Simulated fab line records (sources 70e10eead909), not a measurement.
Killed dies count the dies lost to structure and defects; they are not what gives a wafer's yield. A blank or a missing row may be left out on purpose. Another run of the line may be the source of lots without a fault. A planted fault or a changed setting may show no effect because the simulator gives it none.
Chamber matching ; flow nand-harc ; NHARC_A_CONTACT_ETCH_91 on rie-diel-13 has 4 sister chambers
The step etches the open film in CH3F/O2, target depth 40 nm, time 85.7 s. 45 wafers are shown with their chamber, then 12 later ones without.

WAFERS PAIRED WITH THEIR CHAMBERS
wafer;chamber;drypump-motor-current-A (A);showerhead-plenum-p-Torr (Torr);rf-vpp-V (V)
L075.1;0;5.0;2.28;240.7
L075.2;3;5.5;2.34;242.9
L075.5;0;5.0;2.28;240.5
L076.1;2;6.5;2.37;244.5
L076.3;0;5.0;2.28;242.5
L076.6;3;5.5;2.34;241.5
L079.2;0;5.0;2.28;243.1
L079.3;2;6.4;2.36;242.7
L079.5;3;5.4;2.34;243.6
L077.1;2;6.4;2.36;242.5
L077.5;3;5.5;2.34;243.3
L077.6;2;6.4;2.36;244.9
L078.2;3;5.5;2.34;243.2
L078.4;2;6.4;2.36;242.5
L078.5;1;6.2;2.28;241.1
L080.1;3;5.5;2.34;244.0
L080.2;2;6.5;2.36;242.3
L080.3;1;6.2;2.28;240.7
L080.4;0;5.0;2.28;241.1
L080.5;0;5.0;2.28;241.8
L080.6;3;5.5;2.34;243.5
L082.1;2;6.4;2.36;244.1
L082.2;0;5.0;2.28;242.0
L082.3;1;6.2;2.27;243.2
L082.4;2;6.4;2.36;242.4
L082.5;0;5.0;2.28;241.3
L082.6;1;6.2;2.27;242.7
L084.1;2;6.4;2.36;243.1
L084.4;1;6.2;2.27;241.1
L084.5;2;6.4;2.36;243.7
L084.2;0;5.0;2.28;241.7
L084.3;3;5.5;2.34;242.9
L084.6;1;6.2;2.27;242.1
L085.1;2;6.4;2.36;243.4
L085.4;0;5.0;2.28;241.6
L085.6;2;6.4;2.36;243.3
L087.1;1;6.2;2.27;241.2
L087.3;2;6.4;2.36;243.7
L087.4;0;5.1;2.27;241.5
L088.1;0;5.0;2.27;241.2
L088.2;1;6.2;2.27;243.2
L088.4;2;6.4;2.36;243.7
L088.3;3;5.6;2.33;243.6
L088.5;3;5.5;2.33;242.5
L088.6;2;6.4;2.36;241.8

SIGNATURES (means of the wafers above)
reading;chamber 0;chamber 1;chamber 2;chamber 3;scatter within a chamber
drypump-motor-current-A;5.008;6.200;6.413;5.500;0.0337
showerhead-plenum-p-Torr;2.2783;2.2725;2.3607;2.3380;0.00373
rf-vpp-V;241.583;241.912;243.240;243.100;0.832
Rule: a wafer lies at a distance from a chamber equal to the root of the sum of squares, over the readings, of (its reading less the chamber's mean, divided by the reading's scatter). If the next closest chamber is less than 2 further off than the closest, the wafer can't be placed; otherwise it belongs to the closest. The scatter: take each reading less its chamber's mean, square it, sum over the shown wafers, divide by the number of wafers less the number of chambers, and take the root.

WAFERS WHOSE CHAMBER IS MISSING
wafer;drypump-motor-current-A (A);showerhead-plenum-p-Torr (Torr);rf-vpp-V (V)
L091.1;6.2;2.27;242.0
L091.4;5.5;2.33;243.1
L091.6;5.5;2.33;242.1
L090.3;6.2;2.27;242.4
L090.5;6.2;2.27;240.1
L090.6;5.0;2.27;241.7
L093.1;6.4;2.35;243.2
L093.4;5.0;2.27;241.3
L093.5;5.0;2.27;243.8
L095.2;5.5;2.33;242.1
L095.4;6.4;2.35;243.5
L095.5;5.5;2.33;242.6

WHICH CHAMBER EACH ONE RAN IN
wafer;from the rows above;in truth
L091.1;1;1
L091.4;3;3
L091.6;3;3
L090.3;1;1
L090.5;1;1
L090.6;0;0
L093.1;2;2
L093.4;0;0
L093.5;0;0
L095.2;3;3
L095.4;2;2
L095.5;3;3
Placed correctly: 12 of 12. Can't be placed from these rows: 0. 0 placed wrongly.
